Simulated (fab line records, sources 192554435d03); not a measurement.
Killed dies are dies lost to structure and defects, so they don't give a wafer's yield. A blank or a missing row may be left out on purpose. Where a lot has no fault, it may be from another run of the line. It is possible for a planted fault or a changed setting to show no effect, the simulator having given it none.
One fault seen from 2 desks ; flow n5_finfet ; only its own numbers are on each desk; what lay behind them is given at the end

== AT THE METROLOGY DESK ==
Lot by lot, what the gauges showed, no matter which tool ran the lot: averages of those sampled wafers that carry a number. Marked OUT: a lot whose mean sits more than 4 standard deviations from the usual mean, which makes it out of limits; the brackets give that distance.
Columns: A = cd_nm at N5_BEOL_M6_CD_MEAS_28, usual 40.03 nm
lot;first seen here;A
L902;day 9 02:34;39.90
L903;day 9 05:05;40.08
L905;day 9 11:34;40.17
L907;day 10 05:17;40.30
L909;day 10 05:28;39.84
L911;day 11 01:35;40.30
L912;day 11 04:33;40.07
L913;day 11 22:30;39.92
L920;day 13 08:17;41.95 (+8.3) OUT
L922;day 13 16:29;41.14 (+4.8) OUT
This desk finds L920, L922 out of limits, L920 being first, at day 13 08:17 (cd_nm at N5_BEOL_M6_CD_MEAS_28). Within limits: L902, L903, L905, L907, L909, L911, L912, L913.

== FOR THE TOOL OWNER'S DESK: euv_scanner-02 ==
The tool's own readings at N5_BEOL_M6_EXPOSE_25 (exposes mask V5, target cd 40 nm): means of the sampled wafers that have a number, for each lot that ran on this tool. Marked OUT: a lot whose mean sits more than 4 standard deviations from the usual mean, which makes it out of limits; the brackets give that distance.
Columns: A = exposure_dose_mJ_cm2 at N5_BEOL_M6_EXPOSE_25, usual 44.92
lot;first seen here;A
L909;day 10 05:20;45.02
L911;day 11 01:27;45.06
L912;day 11 04:25;44.96
L920;day 13 08:10;44.94
L922;day 13 16:21;45.02
Result from this desk: across the 5 lots, nothing is out of limits.

== BROUGHT TOGETHER ==
On L920, L922, the metrology desk was in a position to raise an alarm at day 13 08:17.
Nothing out of limits was seen by the tool owner's desk.
The tool owner's desk has L920, L922 on record, within its limits.
The lots listed all ran N5_BEOL_M6_EXPOSE_25 on euv_scanner-02.

== WHAT HAD BEEN PUT IN BY THE SIMULATOR ==
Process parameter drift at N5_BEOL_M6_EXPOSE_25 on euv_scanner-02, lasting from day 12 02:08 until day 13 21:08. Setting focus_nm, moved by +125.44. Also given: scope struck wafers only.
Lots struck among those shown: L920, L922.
Time in hours between the start of the fault and the first out-of-limits reading at each desk: metrology desk, 30.
